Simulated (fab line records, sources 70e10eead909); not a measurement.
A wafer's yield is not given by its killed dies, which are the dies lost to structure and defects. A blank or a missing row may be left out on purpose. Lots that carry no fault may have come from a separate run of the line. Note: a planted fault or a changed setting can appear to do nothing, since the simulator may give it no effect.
Problem report, 8D (eight disciplines) form, completed by code || flow nand-harc || the parts of the form that need people (team, actions taken, sign-off) are left out

1. PROBLEM STATEMENT
Mean of thk-nm at NHARC_A_ONON_D2_THK_MEAS_24: 539 nm across 2 wafers in 2 lots; on wafers with no fault it is 1003 nm (standard deviation 7.4). That is -63 standard deviations from the usual mean.
The step: measures by ellipsometry.
Earliest sighting: wafer L246.5 on film-metro-01 at day 19 22:20. At this step, 37 wafers from 13 lots have a number in the record. The rule behind "out" and "out of limits": a value lying over 4 standard deviations away from the usual mean. Any other wafer with a number is counted as sound.

2. WHAT IT IS AND WHAT IT IS NOT
{"question": "which readings at this step", "is": "thk-nm", "is not": "-"}
{"question": "which lots", "is": "L246, L247", "is not": "L229, L232, L234, L235, L236, L237, L238, L239, L250, L251, L252"}
{"question": "which wafers of those lots", "is": "L246.5, L247.2", "is not": "L246.1, L247.1"}
{"question": "read on which gauges", "is": "film-metro-01, film-metro-02", "is not": "-"}
{"question": "when", "is": "from day 19 22:20", "is not": "up to then (25 sound wafers); but 10 sound wafers of L247, L250, L251, L252 came after"}

3. SUSPECTS, AND WHAT RULES EACH OUT
Counting: any tool at a process step up to the reading remains a suspect provided it ran every lot that is out. Sound lots after the first of them don't rule it out here, since some wafers of a struck lot are sound.
- the gauge at NHARC_A_ONON_D2_THK_MEAS_24 has been ruled out. The wafers that are out were read on 2 gauges (film-metro-01, film-metro-02).
- pecvd-onon-04 at NHARC_A_ONON_D2_DEP_22 (target thk 1000 nm): kept. Every lot that is out went through it, the first being L246 (day 19 21:50); the last sound lot it ran before that was L237 (day 16 08:17).
Remaining after the count: pecvd-onon-04 at NHARC_A_ONON_D2_DEP_22.

4. THE CAUSE (what the simulator had put in)
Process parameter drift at NHARC_A_ONON_D2_DEP_22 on pecvd-onon-04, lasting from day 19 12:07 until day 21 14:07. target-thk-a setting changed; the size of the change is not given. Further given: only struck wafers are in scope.
Only this tool survived the counting.

5. THE CHAIN OF EFFECTS, in route order
Each row: a reading whose mean over the struck wafers that have a number lies more than 3 standard deviations from the usual. Only readings whose record carries a usual standard deviation are examined. hours: median over the lots of the time between each lot's start at the first step of this table that gives one and its start at this step. sigmas: the change, counted in usual standard deviations.
{"hours": 0, "step": "NHARC_A_ONON_D2_THK_MEAS_24", "reading": "thk-nm", "usual": "1003 nm", "on struck wafers": 539, "change": -464, "sigmas": -63}
{"hours": 282, "step": "NHARC_END_SORT_01", "reading": "killed-at-array", "usual": 46, "on struck wafers": 674, "change": "+628", "sigmas": "+42"}
{"hours": 282, "step": "NHARC_END_SORT_01", "reading": "killed-dies", "usual": 50, "on struck wafers": 677, "change": "+627", "sigmas": "+42"}

6. WHAT WOULD HAVE CAUGHT IT SOONER
Counted from the fault's start at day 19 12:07, it took 10 hours until the first out-of-limits reading at a measuring or inspecting step in this record, taken at day 19 22:20.
An alarm limit of 4 standard deviations would not have fired on the tool readings at NHARC_A_ONON_D2_DEP_22 for which the record gives a usual standard deviation, since none of them was out on any struck wafer.
L247, from the lots that are out (2), started NHARC_A_ONON_D2_DEP_22 on pecvd-onon-04 later than day 19 22:20. Putting the tool on hold at that point would have spared it.
